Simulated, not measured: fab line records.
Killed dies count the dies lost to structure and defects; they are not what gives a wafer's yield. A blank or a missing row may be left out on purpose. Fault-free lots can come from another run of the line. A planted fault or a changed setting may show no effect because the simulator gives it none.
Comparing a struck lot with a sound one + flow nand harc + 29 out of 1159 route steps
Sound: wafers L270.2, L270.4, L270.5. The struck wafers were L267.4, L267.5, L267.6. Last of all comes the cause.
At each step with rows: each side's tool, then ch and its chambers, then its first start. Under that, the readings that differ: sound wafers + struck wafers + difference of the means + sigmas: that difference in standard deviations of wafers without a fault.
alike: same words and numbers on both sides, and readings whose means sit less than 2 such deviations apart. not compared: any withheld reading, any reading some wafer has no value for, any bound like >300 that may hide the same value, and any number with overlapping values for which the record gives no deviation.
Wherever a step has rows on one side only, a row that says differs or no value, or a row with sigmas, the two part there. Numbers that have no deviation but don't overlap get no sigmas and don't part them. Lack of a reading on every wafer of one side parts them only where that side has two or more wafers.

NHARC_P_GATE_RTA_64: time 1 s.
  sound on rtp anneal-01 ch 0, day 9 19:50; struck on rtp anneal-02 ch 0, day 9 18:40
| reading             | sound    | struck   | difference | sigmas |
|---------------------|----------|----------|------------|--------|
| lamp power pct (%)  | 37 37 37 | 27 27 27 | -10        | -2     |
| lamp_zone_5_pct (%) | 37 37 37 | 27 27 27 | -10        | -2     |
  alike: wafer_temp_C_max
then, 1 step without rows for these wafers: NHARC_P_GATE_ETCH_77 (etches SiO2 in dHF, target depth 6 nm).
NHARC_P_GATE_DEGAS_109: time 60 s.
  sound on pvd sputter-01 at day 9 20:07; struck on pvd sputter-02 at day 9 18:55
  alike: heater power w
then, 3 steps without rows for these wafers: NHARC_P_GATE_PRE_CLEAN_110 (time 30 s); NHARC_P_GATE_SPUTTER_78 (material Ni, target thk 10 nm); NHARC_P_GATE_SPUTTER_79 (material TiN, target thk 10 nm).
NHARC_P_GATE_RTA_80: time 30 s.
  sound on rtp anneal-01 ch 0, day 9 20:35; struck on rtp anneal-01 ch 0, day 9 19:17
  alike: lamp power pct, lamp_zone_5_pct, wafer_temp_C_max
then, 1 step without rows for these wafers: NHARC_P_GATE_STRIP_67 (strips in SPM, time 600 s).
NHARC_P_GATE_RTA_82: time 30 s.
  sound on rtp anneal-01 ch 0, day 9 21:10; struck on rtp anneal-02 ch 0, day 9 19:44
| reading             | sound       | struck      | difference | sigmas |
|---------------------|-------------|-------------|------------|--------|
| lamp power pct (%)  | 4.4 4.4 4.4 | 3.2 3.2 3.2 | -1.2       | -2     |
| lamp_zone_5_pct (%) | 4.4 4.4 4.4 | 3.2 3.2 3.2 | -1.2       | -2     |
  alike: wafer_temp_C_max
NHARC_P_GATE_INSPECT_68:
  sound on defect inspect-02 at day 9 21:20; struck on defect inspect-01 at day 9 19:52
  alike: raw defect count
then, 2 steps without rows for these wafers: NHARC_P_CONTACT_DEP_30 (deposits SiNx, target thk 30 nm); NHARC_P_CONTACT_DEP_00 (deposits SiO2, target thk 500 nm).
NHARC_P_CONTACT_CMP_01: polishes SiO2, target thk 200 nm.
  sound on cmp-02 ch 1,3, day 9 22:09; struck on cmp-03 ch 0,3, day 9 20:40
  alike: motor current A
then, 11 steps without rows for these wafers: NHARC_P_CONTACT_SRD_03; NHARC_P_CONTACT_DEHYDRATE_04 (time 120 s); NHARC_P_CONTACT_HMDS_05 (time 30 s); NHARC_P_CONTACT_COAT_33 (time 75 s); NHARC_P_CONTACT_COAT_34 (time 65 s); NHARC_P_CONTACT_COAT_06 (resist thk 90 nm); NHARC_P_CONTACT_SOFTBAKE_07 (time 55 s); NHARC_P_CONTACT_EBR_08; NHARC_P_CONTACT_EXPOSE_09 (exposes mask P CA, target cd 90 nm); NHARC_P_CONTACT_PEB_10 (peb time 65 s); NHARC_P_CONTACT_DEVELOP_11 (develop time 35 s).
NHARC_P_CONTACT_CD_MEAS_12: the cd target is 90 nm.
  sound on cd sem-01 ch 0, day 9 22:50; struck on cd sem-01 ch 0, day 9 21:28
  alike: cd nm
NHARC_P_CONTACT_OVL_MEAS_13:
  sound on overlay-02 at day 9 22:55; struck on overlay-01 at day 9 21:34
| reading           | sound       | struck         | difference | sigmas |
|-------------------|-------------|----------------|------------|--------|
| overlay y nm (nm) | 0.9 0.5 0.6 | -1.1 -0.9 -0.8 | -1.6       | -2     |
  alike: overlay x nm
NHARC_P_CONTACT_INSPECT_14:
  sound on defect inspect-02 at day 9 22:58; struck on defect inspect-02 at day 9 21:35
| reading          | sound | struck      | difference | sigmas      |
|------------------|-------|-------------|------------|-------------|
| raw defect count | 7 4 7 | 910 861 856 | +870       | +99 or more |
NHARC_P_CONTACT_DESCUM_17: chemistry O2, time 3 s.
  sound on rie diel-04 ch 1,3, day 9 23:02; struck on rie diel-04 ch 2,3, day 9 21:39
  alike: drypump motor current A, oes product au, rf vpp V, showerhead plenum p Torr, throttle valve pct
  not compared: rf hours counter h
-- jump in the record: it breaks off in module P_CONTACT and resumes in module END (first step shown: number 1159 of the route), and 14 days separate the struck wafers' starts before and after --
NHARC_END_SORT_01:
  at this point the record logs the struck wafers (prober-01 ch 0, day 23 12:48) and has no rows for the sound ones

== WHERE THEY PART ==
At NHARC_P_GATE_RTA_64 first; at NHARC_END_SORT_01 last (within this record only).

WHY: what had been put in by the simulator
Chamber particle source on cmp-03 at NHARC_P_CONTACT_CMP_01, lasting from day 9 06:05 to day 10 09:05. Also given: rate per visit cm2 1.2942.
